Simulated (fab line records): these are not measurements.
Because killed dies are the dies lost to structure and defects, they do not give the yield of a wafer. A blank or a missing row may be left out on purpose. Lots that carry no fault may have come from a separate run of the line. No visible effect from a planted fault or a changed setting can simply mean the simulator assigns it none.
fab line records	flow n5-finfet
record lots=7	wafers=21
route steps=1938 shown BEOL_M6@1200 BEOL_M7@1299 BEOL_M8@1349 BEOL_M10@1496 BEOL_M12@1649 PASSIVATION@1936
start-h: the number of hours between the record's first day and the start of the first shown wafer of the lot	wait-h: hours since the lot's step before	" as in the row above	L1.1+2: a row that stands for several wafers	- no value, or no start was given	* or withheld: withheld	< > ~ a bound
route shown NAME@n: a module of which the file shows steps, and the number in the route of the first	usual: mean and standard deviation over wafers with no fault	same: alike in all rows	chamber/n: place in a boat	sites: readings site by site	_std_site: the values' standard deviation	_edge_site: mean of outer sites minus mean of inner sites	radius-mm: how far each site lies from the wafer's centre	mask NAME#n: copy n	behind: the last tool/chamber to shape the wafer	hold: why the lot was held/for how many hours/how that ended	device: which transistor (n, p or np) failed to switch	end of line: the tests these same wafers got at the end of their route	step lacking rows: just its recipe	killed: at the first sort, the dies lost to defects and structure; wafer yield is something else	map: a wafer's dies, x killed, . not, _ none there
set.NAME: the setting that was run; set.NAME@STEP: the one run at that earlier step	model.NAME: the simulator's own value behind a step, which no gauge read
one table per step and one row per wafer, for lots whose settings were changed on purpose
## steps
# step N5_BEOL_M6_COAT_60
# recipe resist=SiARC	temp-c=220	time-s=60	spin-rpm=1500	resist-thk-nm=35
lot.wafer	tool	chamber	start-h	wait-h	set.spin-rpm	model.SiARC_of_BEOL_M6_COAT_60.thk-nm
L074.1	litho-track-04	0	-	-	1500	35.2
L074.2+4	"	0	"	"	1375	36.6
L075.4+5+6	litho-track-04	0	-	-	1500	34.8
L078.1+6	litho-track-04	0	-	-	1608	33.8
L078.3	"	0	"	"	1500	35
L081.3+5	litho-track-01	0	-	-	1500	35
L081.4	"	0	"	"	1422	36
L089.2	litho-track-01	0	-	-	1668	33
L089.5	"	0	"	"	1500	34.8
L089.6	"	0	"	"	1500	34.6
L091.1	litho-track-01	0	-	-	1369	36.6
L091.3	"	0	"	"	1500	34.8
L091.5	"	0	"	"	1500	35
L090.1+2	litho-track-01	0	-	-	1500	35
L090.4	"	0	"	"	1500	34.8
# step N5_BEOL_M6_COAT_05
# recipe resist=CAR-ArF	spin-rpm=1500	resist-thk-nm=90
# step N5_BEOL_M6_EBR_07
# recipe solvent=PGMEA	ebr-width-mm=1.5
# step N5_BEOL_M6_DESCUM_16
# recipe chemistry=O2	time-s=7.9	source-power-w=50	bias-power-w=20	pressure-mtorr=20	rf-frequency-hz=2.712e+07	temp-c=40	resist=CAR-ArF	o2-flow-sccm=225
# step N5_BEOL_M6_ETCH_61
# recipe chemistry=CF4	target=SiARC	target-depth-a=455	mask-material=CAR-ArF	time-s=75.8	ion-energy-ev=80	pressure-mtorr=40	source-w=545	bias-w=36	Ar_flow_sccm=100	cf4-flow-sccm=100	ends=cleared
lot.wafer	tool	chamber	start-h	wait-h	set.spin-rpm@BEOL_M6_COAT_60	model.etch.depth-nm	model.CAR-ArF_of_BEOL_M6_COAT_05.thk-nm
L074.1	rie-diel-06	2	182.62	0.0	1500	35.13	50.4
L074.2	"	1	"	"	1375	36.62	49.4
L074.4	"	0	"	"	1375	36.63	49.2
L075.4	rie-diel-04	2	185.97	0.0	1500	34.88	51.2
L075.5	"	1	"	"	1500	34.87	51.2
L075.6	"	0	"	"	1500	34.85	51.2
L078.1	rie-diel-04	2	208.26	0.0	1608	33.88	51.8
L078.3	"	3	"	"	1500	35.09	50.6
L078.6	"	2	"	"	1608	33.85	51.6
L081.3	rie-diel-05	3	220.21	0.0	1500	35.05	51
L081.4	"	1	"	"	1422	35.96	50.2
L081.5	"	1	"	"	1500	35.01	51
L089.2	rie-diel-06	0	264.08	0.0	1668	32.97	52
L089.5	"	0	"	"	1500	34.86	50
L089.6	"	3	"	"	1500	34.68	50.4
L091.1	rie-diel-06	2	278.13	0.0	1369	36.62	49
L091.3	"	0	"	"	1500	34.86	50.8
L091.5	"	3	"	"	1500	34.99	50.4
L090.1	rie-diel-05	2	278.35	0.0	1500	34.97	51
L090.2	"	0	"	"	1500	34.94	50.6
L090.4	"	1	"	"	1500	34.88	51
# step N5_BEOL_M6_ETCH_62
# recipe chemistry=N2/H2	target=SOC	target-depth-a=1100	overetch-a=220	mask-material=SiARC	temp-c=40	time-s=165	ion-energy-ev=200	pressure-mtorr=30	source-w=840	bias-w=150	n2-flow-sccm=200	h2-flow-sccm=200
lot.wafer	tool	chamber	start-h	wait-h	set.spin-rpm@BEOL_M6_COAT_60	model.SiARC_of_BEOL_M6_COAT_60.thk-nm
L074.1	rie-diel-06	2	182.67	0.0	1500	28.6
L074.2	"	1	"	"	1375	29.4
L074.4	"	0	"	"	1375	30.2
L075.4	rie-diel-04	2	186.03	0.0	1500	28.2
L075.5	"	1	"	"	1500	28.4
L075.6	"	0	"	"	1500	28.6
L078.1+6	rie-diel-04	2	208.31	0.0	1608	27
L078.3	"	3	"	"	1500	28.2
L081.3	rie-diel-05	3	220.27	0.0	1500	29
L081.4	"	1	"	"	1422	29.4
L081.5	"	1	"	"	1500	28.6
L089.2	rie-diel-06	0	264.14	0.0	1668	26.6
L089.5	"	0	"	"	1500	28.4
L089.6	"	3	"	"	1500	27.8
L091.1	rie-diel-06	2	278.19	0.0	1369	30
L091.3	"	0	"	"	1500	28.4
L091.5	"	3	"	"	1500	28
L090.1	rie-diel-05	2	278.41	0.0	1500	28.8
L090.2	"	0	"	"	1500	28.2
L090.4	"	1	"	"	1500	28.4
# step N5_BEOL_M6_STRIP_68
# recipe chemistry=N2/H2	temp-c=40	n2-flow-sccm=200	h2-flow-sccm=200	rf-frequency-hz=6e+07
# step N5_BEOL_M6_STRIP_67
# recipe chemistry=CF4	resist=SiARC	power-w=300	bias-power-w=75	pressure-mtorr=50	cf4-flow-sccm=150	rf-frequency-hz=6e+07
# step N5_BEOL_M6_HM_OPEN_17
# recipe chemistry=Cl2/BCl3	target-depth-a=200	overetch-a=60	target=TiN	mask-material=SOC	ion-energy-ev=150	pressure-mtorr=10	icp-w=1000	bias-w=126	Cl2_flow_sccm=53.25	bcl3-flow-sccm=21.75	Ar_flow_sccm=25
lot.wafer	tool	chamber	start-h	wait-h	set.target-thk-a@BEOL_M6_HM_DEP_02	model.etch.depth-nm
L074.1	rie-metal-02	1	182.87	0.0	200	20.3
L074.2	"	0	"	"	200	20.13
L074.4	"	0	"	"	185.8	18.58
L075.4	rie-metal-02	1	186.24	0.1	200	20.15
L075.5	"	0	"	"	200	20.04
L075.6	"	1	"	"	200	20.05
L078.1	rie-metal-03	0	208.50	0.0	200	19.94
L078.3	"	1	"	"	200	20.24
L078.6	"	1	"	"	200	20.34
L081.3	rie-metal-02	0	220.49	0.1	219.2	21.71
L081.4	"	1	"	"	219.2	21.81
L081.5	"	1	"	"	200	19.86
L089.2	rie-metal-02	1	264.32	0.0	200	19.89
L089.5	"	1	"	"	173.7	17.45
L089.6	"	0	"	"	173.7	17.42
L091.1	rie-metal-02	1	278.37	0.0	200	19.6
L091.3	"	0	"	"	200	19.64
L091.5	"	1	"	"	216.8	21.49
L090.1	rie-metal-03	0	278.59	0.0	200	19.67
L090.2	"	1	"	"	200	19.86
L090.4	"	0	"	"	220.3	21.66
# step N5_BEOL_M7_DESCUM_33
# recipe chemistry=O2	time-s=7	source-power-w=50	bias-power-w=20	pressure-mtorr=20	rf-frequency-hz=2.712e+07	temp-c=40	resist=CAR-EUV	o2-flow-sccm=225
lot.wafer	tool	chamber	start-h	wait-h	set.time-s	model.CAR-EUV_of_BEOL_M7_COAT_22.thk-nm
L074.1	rie-diel-02	1	191.49	0.1	6.552	26.4
L074.2	"	0	"	"	7	26.2
L074.4	"	3	"	"	7	26
L075.4+5+6	rie-diel-01	0,1,0	194.54	0.0	7	26
L078.1	rie-diel-03	1	219.26	0.2	8.499	25.4
L078.3+6	"	2	"	"	7	26
L081.3	rie-diel-01	0	228.47	0.3	7	26
L081.4	"	2	"	"	7	26.2
L081.5	"	2	"	"	8.352	25.4
L089.2+5	rie-diel-03	2,3	274.64	0.0	7	26
L089.6	"	2	"	"	6.506	26.4
L091.1+3	rie-diel-03	0,1	289.34	0.0	7	26
L091.5	"	2	"	"	7	26.2
L090.1+2	rie-diel-01	1,3	289.51	0.0	7	26
L090.4	"	0	"	"	5.751	26.6
# step N5_BEOL_M7_ETCH_72
# recipe chemistry=N2/H2	target=underlayer	target-depth-a=65	mask-material=CAR-EUV	time-s=5.2	ion-energy-ev=200	pressure-mtorr=30	source-w=840	bias-w=150	n2-flow-sccm=200	h2-flow-sccm=200	ends=cleared
lot.wafer	tool	chamber	start-h	wait-h	set.time-s@BEOL_M7_DESCUM_33	model.CAR-EUV_of_BEOL_M7_COAT_22.thk-nm
L074.1	rie-diel-02	1	191.52	0.0	6.552	20.8
L074.2	"	0	"	"	7	20.6
L074.4	"	3	"	"	7	20.4
L075.4+5+6	rie-diel-01	0,1,0	194.58	0.0	7	20.4
L078.1	rie-diel-03	1	219.29	0.0	8.499	19.6
L078.3+6	"	2	"	"	7	20.2
L081.3+4	rie-diel-01	0,2	228.51	0.0	7	20.4
L081.5	"	2	"	"	8.352	19.8
L089.2+5	rie-diel-03	2,3	274.67	0.0	7	20.4
L089.6	"	2	"	"	6.506	20.6
L091.1+3	rie-diel-03	0,1	289.37	0.0	7	20.2
L091.5	"	2	"	"	7	20.4
L090.1	rie-diel-01	1	289.55	0.0	7	20.4
L090.2	"	3	"	"	7	20.2
L090.4	"	0	"	"	5.751	20.8
# step N5_BEOL_M8_ETCH_61
# recipe chemistry=CF4	target=SiARC	target-depth-a=455	mask-material=CAR-ArF	time-s=75.8	ion-energy-ev=80	pressure-mtorr=40	source-w=545	bias-w=36	Ar_flow_sccm=100	cf4-flow-sccm=100	ends=cleared
# usual rf-vpp-V=184.1/1.3
lot.wafer	tool	chamber	start-h	wait-h	set.bias-w	rf-vpp-V
L074.1	rie-diel-04	0	199.67	0.0	36	184.5
L074.2	"	3	"	"	36	184.1
L074.4	"	1	"	"	38.29	189.9
L075.4	rie-diel-04	1	200.15	0.0	36	183.1
L075.5	"	1	"	"	36	184.0
L075.6	"	2	"	"	36	181.8
L078.1	rie-diel-04	1	225.45	0.0	38.46	191.1
L078.3	"	2	"	"	38.46	193.2
L078.6	"	2	"	"	36	184.1
L081.3	rie-diel-06	3	234.50	0.0	39.98	198.9
L081.4	"	1	"	"	36	184.1
L081.5	"	0	"	"	36	183.8
L089.2	rie-diel-06	2	281.84	0.0	36	184.9
L089.5	"	3	"	"	36	185.9
L089.6	"	2	"	"	36	183.6
L091.1	rie-diel-04	2	294.85	0.0	36	183.8
L091.3	"	1	"	"	39.53	194.8
L091.5	"	1	"	"	36	182.7
L090.1	rie-diel-06	3	295.03	0.0	34.15	177.8
L090.2	"	0	"	"	34.15	176.2
L090.4	"	1	"	"	36	184.5
# step N5_BEOL_M8_COAT_64
# recipe resist=SiARC	temp-c=220	time-s=60	spin-rpm=1500	resist-thk-nm=12
lot.wafer	tool	chamber	start-h	wait-h	set.spin-rpm	model.SiARC_of_BEOL_M8_COAT_64.thk-nm
L074.1+4	litho-track-05	0	-	-	1500	12
L074.2	"	0	"	"	1567	11.6
L075.4+5+6	litho-track-05	0	-	-	1500	12
L078.1	litho-track-04	0	-	-	1386	12.4
L078.3+6	"	0	"	"	1500	12
L081.3	litho-track-05	0	-	-	1500	12
L081.4+5	"	0	"	"	1566	11.8
L089.2+6	litho-track-05	0	-	-	1576	11.6
L089.5	"	0	"	"	1500	12
L091.1	litho-track-05	0	-	-	1500	12
L091.3+5	"	0	"	"	1544	11.8
L090.1+4	litho-track-05	0	-	-	1500	12
L090.2	"	0	"	"	1405	12.4
# step N5_BEOL_M8_COAT_71
# recipe resist=underlayer	temp-c=205	time-s=60	spin-rpm=1500	resist-thk-nm=5
# step N5_BEOL_M8_COAT_22
# recipe resist=CAR-EUV	spin-rpm=1500	resist-thk-nm=30
# step N5_BEOL_M8_DESCUM_33
# recipe chemistry=O2	time-s=7	source-power-w=50	bias-power-w=20	pressure-mtorr=20	rf-frequency-hz=2.712e+07	temp-c=40	resist=CAR-EUV	o2-flow-sccm=225
# step N5_BEOL_M8_ETCH_72
# recipe chemistry=N2/H2	target=underlayer	target-depth-a=65	mask-material=CAR-EUV	time-s=5.2	ion-energy-ev=200	pressure-mtorr=30	source-w=840	bias-w=150	n2-flow-sccm=200	h2-flow-sccm=200	ends=cleared
# step N5_BEOL_M8_ETCH_65
# recipe chemistry=CF4	target=SiARC	target-depth-a=156	mask-material=CAR-EUV	time-s=26	ion-energy-ev=80	pressure-mtorr=40	source-w=545	bias-w=36	Ar_flow_sccm=100	cf4-flow-sccm=100	ends=cleared
lot.wafer	tool	chamber	start-h	wait-h	set.spin-rpm@BEOL_M8_COAT_64	model.etch.depth-nm
L074.1	rie-diel-04	2	202.45	0.0	1500	11.97
L074.2	"	3	"	"	1567	11.67
L074.4	"	1	"	"	1500	11.96
L075.4+6	rie-diel-05	1,3	203.67	0.0	1500	11.96
L075.5	"	0	"	"	1500	11.99
L078.1	rie-diel-04	1	228.18	0.0	1386	12.47
L078.3	"	2	"	"	1500	11.99
L078.6	"	3	"	"	1500	11.98
L081.3	rie-diel-04	0	236.14	0.0	1500	12.01
L081.4	"	3	"	"	1566	11.72
L081.5	"	0	"	"	1566	11.74
L089.2	rie-diel-06	0	283.13	0.0	1576	11.67
L089.5	"	3	"	"	1500	11.98
L089.6	"	0	"	"	1576	11.69
L091.1	rie-diel-06	0	296.44	0.0	1500	11.98
L091.3	"	3	"	"	1544	11.88
L091.5	"	1	"	"	1544	11.8
L090.1+4	rie-diel-06	0,2	297.24	0.0	1500	11.97
L090.2	"	3	"	"	1405	12.35
# step N5_BEOL_M10_COAT_22
# recipe resist=CAR-ArF	spin-rpm=1500	resist-thk-nm=90
lot.wafer	tool	chamber	start-h	wait-h	set.spin-rpm	model.CAR-ArF_of_BEOL_M10_COAT_22.thk-nm
L074.1	litho-track-02	0	-	-	1557	88.4
L074.2	"	0	"	"	1500	89.6
L074.4	"	0	"	"	1500	89.8
L075.4	litho-track-04	0	-	-	1500	90.2
L075.5+6	"	0	"	"	1500	90
L078.1+6	litho-track-05	0	-	-	1500	89.8
L078.3	"	0	"	"	1500	89.6
L081.3	litho-track-02	0	-	-	1621	86.6
L081.4	"	0	"	"	1500	89.8
L081.5	"	0	"	"	1500	90
L089.2+5	litho-track-04	0	-	-	1500	90.4
L089.6	"	0	"	"	1592	87.8
L091.1	litho-track-05	0	-	-	1500	90.6
L091.3	"	0	"	"	1621	87.4
L091.5	"	0	"	"	1621	87.2
L090.1+2	litho-track-02	0	-	-	1500	90.4
L090.4	"	0	"	"	1500	90
# step N5_BEOL_M10_EXPOSE_25
# recipe mask-id=V9	na=1.35	source-shape=annular	sigma-inner=0.5	sigma-outer=0.8	polarization=unpolarized	dose-mj=85.5
lot.wafer	tool	chamber	start-h	wait-h	mask	set.dose-mj
L074.1+2+4	arfi-scanner-02	0	216.17	-	V9#0	85.5
L075.4+5+6	arfi-scanner-03	0	219.58	-	V9#0	85.5
L078.1+3+6	arfi-scanner-03	0	243.35	-	V9#0	88.74
L081.3+4+5	arfi-scanner-02	0	250.58	-	V9#0	85.5
L089.2+6	arfi-scanner-02	0	296.12	-	V9#0	85.5
L089.5	"	0	"	"	V9#0	79.35
L091.1+5	arfi-scanner-03	0	309.76	-	V9#0	79.28
L091.3	"	0	"	"	V9#0	85.5
L090.1+2	arfi-scanner-02	0	313.62	-	V9#0	85.5
L090.4	"	0	"	"	V9#0	90.75
# step N5_BEOL_M10_PEB_26
# recipe peb-temp-c=withheld	peb-time-s=60	resist=CAR-ArF
# step N5_BEOL_M10_DEVELOP_27
# recipe develop-time-s=30	developer=TMAH	resist=CAR-ArF	rinse-liquid=diw	dry=air-spin	dev-temp-c=23
lot.wafer	tool	chamber	start-h	wait-h	set.spin-rpm@BEOL_M10_COAT_22	model.CAR-ArF_of_BEOL_M10_COAT_22.thk-nm
L074.1	litho-track-02	0	-	-	1557	86.6
L074.2	"	0	"	"	1500	87.8
L074.4	"	0	"	"	1500	88
L075.4+6	litho-track-02	0	-	-	1500	88.4
L075.5	"	0	"	"	1500	88.2
L078.1+3+6	litho-track-05	0	-	-	1500	88
L081.3	litho-track-02	0	-	-	1621	85
L081.4+5	"	0	"	"	1500	88.2
L089.2+5	litho-track-02	0	-	-	1500	88.8
L089.6	"	0	"	"	1592	86
L091.1	litho-track-02	0	-	-	1500	89
L091.3	"	0	"	"	1621	85.6
L091.5	"	0	"	"	1621	85.4
L090.1	litho-track-02	0	-	-	1500	88.8
L090.2	"	0	"	"	1500	88.6
L090.4	"	0	"	"	1500	88.4
# step N5_BEOL_M10_CD_MEAS_28
# recipe target-cd-nm=70	landing-energy-ev=500	detector=se-inlens	polarity=opening
# usual cd-nm=69.6/1
lot.wafer	tool	chamber	start-h	wait-h	set.dose-mj@BEOL_M10_EXPOSE_25	cd-nm
L074.1	cd-sem-03	0	216.30	-	85.5	69.0
L074.2	"	0	"	"	85.5	70.5
L074.4	"	0	"	"	85.5	69.3
L075.4	cd-sem-02	0	219.69	-	85.5	68.9
L075.5	"	0	"	"	85.5	69.5
L075.6	"	0	"	"	85.5	68.4
L078.1	cd-sem-03	0	243.49	-	88.74	74.6
L078.3	"	0	"	"	88.74	73.4
L078.6	"	0	"	"	88.74	74.2
L081.3	cd-sem-01	0	250.70	-	85.5	70.3
L081.4	"	0	"	"	85.5	69.2
L081.5	"	0	"	"	85.5	70.1
L089.2	cd-sem-02	0	296.25	-	85.5	68.5
L089.5	"	0	"	"	79.35	61.5
L089.6	"	0	"	"	85.5	68.7
L091.1	cd-sem-03	0	309.89	-	79.28	63.4
L091.3	"	0	"	"	85.5	69.9
L091.5	"	0	"	"	79.28	64.1
L090.1	cd-sem-02	0	313.75	-	85.5	69.8
L090.2	"	0	"	"	85.5	69.6
L090.4	"	0	"	"	90.75	73.7
# step N5_BEOL_M10_DESCUM_33
# recipe chemistry=O2	time-s=7.9	source-power-w=50	bias-power-w=20	pressure-mtorr=20	rf-frequency-hz=2.712e+07	temp-c=40	resist=CAR-ArF	o2-flow-sccm=225
# step N5_BEOL_M10_ETCH_65
# recipe chemistry=CF4	target=SiARC	target-depth-a=390	mask-material=CAR-ArF	time-s=65	ion-energy-ev=80	pressure-mtorr=40	source-w=545	bias-w=36	Ar_flow_sccm=100	cf4-flow-sccm=100	ends=cleared
lot.wafer	tool	chamber	start-h	wait-h	set.spin-rpm@BEOL_M10_COAT_22	model.CAR-ArF_of_BEOL_M10_COAT_22.thk-nm
L074.1	rie-diel-05	1	216.42	0.0	1557	54
L074.2	"	3	"	"	1500	55.2
L074.4	"	2	"	"	1500	55.4
L075.4+6	rie-diel-04	3,2	220.16	0.0	1500	55.6
L075.5	"	3	"	"	1500	55.4
L078.1+6	rie-diel-05	1	243.61	0.0	1500	55.2
L078.3	"	0	"	"	1500	55
L081.3	rie-diel-04	0	250.82	0.0	1621	52
L081.4	"	2	"	"	1500	55.4
L081.5	"	1	"	"	1500	55.6
L089.2+5	rie-diel-04	1	296.39	0.0	1500	56
L089.6	"	3	"	"	1592	53.2
L091.1	rie-diel-04	1	310.01	0.0	1500	56.2
L091.3	"	0	"	"	1621	52.8
L091.5	"	3	"	"	1621	52.6
L090.1+2	rie-diel-05	1,3	314.18	0.0	1500	56
L090.4	"	0	"	"	1500	55.6
# step N5_BEOL_M12_SPUTTER_44
# recipe material=Ta	target-thk-a=100	temp-c=50	bias-v=80	power-w=15000	chamber-pressure-pa=0.07	time-s=16.13
lot.wafer	tool	chamber	start-h	wait-h	set.time-s	model.Ta_of_BEOL_M12_SPUTTER_44.thk-nm
L074.1	pvd-sputter-01	-	231.96	0.0	16.13	10.2
L074.2+4	"	-	"	"	16.13	10
L075.4+5+6	pvd-sputter-03	-	237.36	0.0	16.13	10
L078.1+3	pvd-sputter-02	-	259.89	0.0	13.86	8.8
L078.6	"	-	"	"	16.13	10.2
L081.3	pvd-sputter-01	-	264.71	0.0	15.06	9.6
L081.4	"	-	"	"	15.06	9.8
L081.5	"	-	"	"	16.13	10.2
L089.2	pvd-sputter-03	-	314.45	0.0	15.49	9.6
L089.5	"	-	"	"	15.49	9.8
L089.6	"	-	"	"	16.13	10.2
L091.1	pvd-sputter-01	-	329.69	0.0	15.42	9.8
L091.3	"	-	"	"	15.42	9.6
L091.5	"	-	"	"	16.13	10.2
L090.1	pvd-sputter-01	-	330.97	0.0	15.18	9.4
L090.2	"	-	"	"	16.13	9.8
L090.4	"	-	"	"	15.18	9.2
# step N5_BEOL_M12_SPUTTER_45
# recipe material=Cu	target-thk-a=800	temp-c=-20	bias-v=60	power-w=26000	chamber-pressure-pa=0.13	time-s=13.33
lot.wafer	tool	chamber	start-h	wait-h	set.time-s
L074.1	pvd-sputter-01	-	232.04	0.0	12.04
L074.2+4	"	-	"	"	13.33
L075.4+5+6	pvd-sputter-03	-	237.44	0.0	13.33
L078.1+3+6	pvd-sputter-02	-	259.97	0.0	13.33
L081.3+4	pvd-sputter-01	-	264.79	0.0	14.13
L081.5	"	-	"	"	13.33
L089.2+6	pvd-sputter-03	-	314.53	0.0	14.35
L089.5	"	-	"	"	13.33
L091.1+3+5	pvd-sputter-01	-	329.77	0.0	13.33
L090.1+2+4	pvd-sputter-01	-	331.05	0.0	13.33
# step N5_PASSIVATION_PROBE_49
# usual sort_bin_8_speed=0.00/0.03
lot.wafer	tool	chamber	start-h	wait-h	set.develop-time-s@PMOS_HMC_CHANNEL_EPI_DEVELOP_08	set.time-s@BEOL_M12_SPUTTER_45	sort_bin_8_speed[%]
L075.4	prober-01	-	270.04	0.2	30	13.33	0
L075.5	prober-01	-	270.09	0.2	30	13.33	0
L075.6	prober-01	-	270.14	0.3	30	13.33	0
L074.1	prober-02	-	270.63	0.0	28.19	12.04	0
L074.2	prober-02	-	270.68	0.1	30	13.33	0
L074.4	prober-02	-	270.78	0.2	30	13.33	0
L081.3	prober-01	-	298.58	0.1	30	14.13	0
L081.4	prober-01	-	298.63	0.2	30	14.13	0
L081.5	prober-01	-	298.68	0.2	30	13.33	0.08
L078.1	prober-02	-	300.28	0.0	30	13.33	0
L078.3	prober-02	-	300.38	0.1	30	13.33	0
L078.6	prober-02	-	300.53	0.3	30	13.33	0
L089.2	prober-02	-	352.75	0.1	30	14.35	0
L089.5	prober-02	-	352.90	0.2	30	13.33	0.08
L089.6	prober-02	-	352.95	0.3	35.44	14.35	0.76
L090.1	prober-01	-	373.68	0.0	30	13.33	0
L090.2	prober-01	-	373.73	0.1	30	13.33	0
L090.4	prober-01	-	373.83	0.2	30	13.33	0
L091.1	prober-01	-	376.85	0.0	30	13.33	0
L091.3	prober-01	-	376.95	0.1	30	13.33	0
L091.5	prober-01	-	377.05	0.2	30	13.33	0
## key
split step=N5_BEOL_M6_COAT_60	setting=spin-rpm	stated=1500	by=wafer
response step=N5_BEOL_M6_COAT_60	reading=model.SiARC_of_BEOL_M6_COAT_60.thk-nm	change=-0.17	per=1%	r=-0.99
response step=N5_BEOL_M6_ETCH_61	reading=model.etch.depth-nm	change=-0.175	per=1%	r=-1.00
response step=N5_BEOL_M6_ETCH_61	reading=model.CAR-ArF_of_BEOL_M6_COAT_05.thk-nm	change=+0.158	per=1%	r=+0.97
response step=N5_BEOL_M6_ETCH_62	reading=model.SiARC_of_BEOL_M6_COAT_60.thk-nm	change=-0.155	per=1%	r=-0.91
split step=N5_BEOL_M7_DESCUM_33	setting=time-s	stated=7	by=wafer
response step=N5_BEOL_M7_DESCUM_33	reading=model.CAR-EUV_of_BEOL_M7_COAT_22.thk-nm	change=-0.0337	per=1%	r=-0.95
response step=N5_BEOL_M7_ETCH_72	reading=model.CAR-EUV_of_BEOL_M7_COAT_22.thk-nm	change=-0.0296	per=1%	r=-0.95
split step=N5_BEOL_M8_ETCH_61	setting=bias-w	stated=36	by=wafer
response step=N5_BEOL_M8_ETCH_61	reading=rf-vpp-V	change=+1.22	per=1%	r=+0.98
split step=N5_BEOL_M8_COAT_64	setting=spin-rpm	stated=1500	by=wafer
response step=N5_BEOL_M8_COAT_64	reading=model.SiARC_of_BEOL_M8_COAT_64.thk-nm	change=-0.0633	per=1%	r=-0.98
response step=N5_BEOL_M8_ETCH_65	reading=model.etch.depth-nm	change=-0.0612	per=1%	r=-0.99
split step=N5_BEOL_M10_COAT_22	setting=spin-rpm	stated=1500	by=wafer
response step=N5_BEOL_M10_COAT_22	reading=model.CAR-ArF_of_BEOL_M10_COAT_22.thk-nm	change=-0.407	per=1%	r=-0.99
response step=N5_BEOL_M10_DEVELOP_27	reading=model.CAR-ArF_of_BEOL_M10_COAT_22.thk-nm	change=-0.418	per=1%	r=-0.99
response step=N5_BEOL_M10_ETCH_65	reading=model.CAR-ArF_of_BEOL_M10_COAT_22.thk-nm	change=-0.431	per=1%	r=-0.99
split step=N5_BEOL_M10_EXPOSE_25	setting=dose-mj	stated=85.5	by=wafer
response step=N5_BEOL_M10_CD_MEAS_28	reading=cd-nm	change=+0.849	per=1%	r=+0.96
split step=N5_BEOL_M12_SPUTTER_44	setting=time-s	stated=16.13	by=wafer
response step=N5_BEOL_M12_SPUTTER_44	reading=model.Ta_of_BEOL_M12_SPUTTER_44.thk-nm	change=+0.0967	per=1%	r=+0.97
split step=N5_BEOL_M12_SPUTTER_45	setting=time-s	stated=13.33	by=wafer
response step=N5_PASSIVATION_PROBE_49	reading=sort_bin_8_speed	slope=-0.0196	per=1%	together-with=develop-time-s@PMOS_HMC_CHANNEL_EPI_DEVELOP_08	explained=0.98
split outside-this-file step=N5_PMOS_HMC_CHANNEL_EPI_DEVELOP_08 setting=develop-time-s
split outside-this-file step=N5_BEOL_M6_HM_DEP_02 setting=target-thk-a
# split outside-this-file: this setting was split too, and the file shows its column; the key of that split is in another file
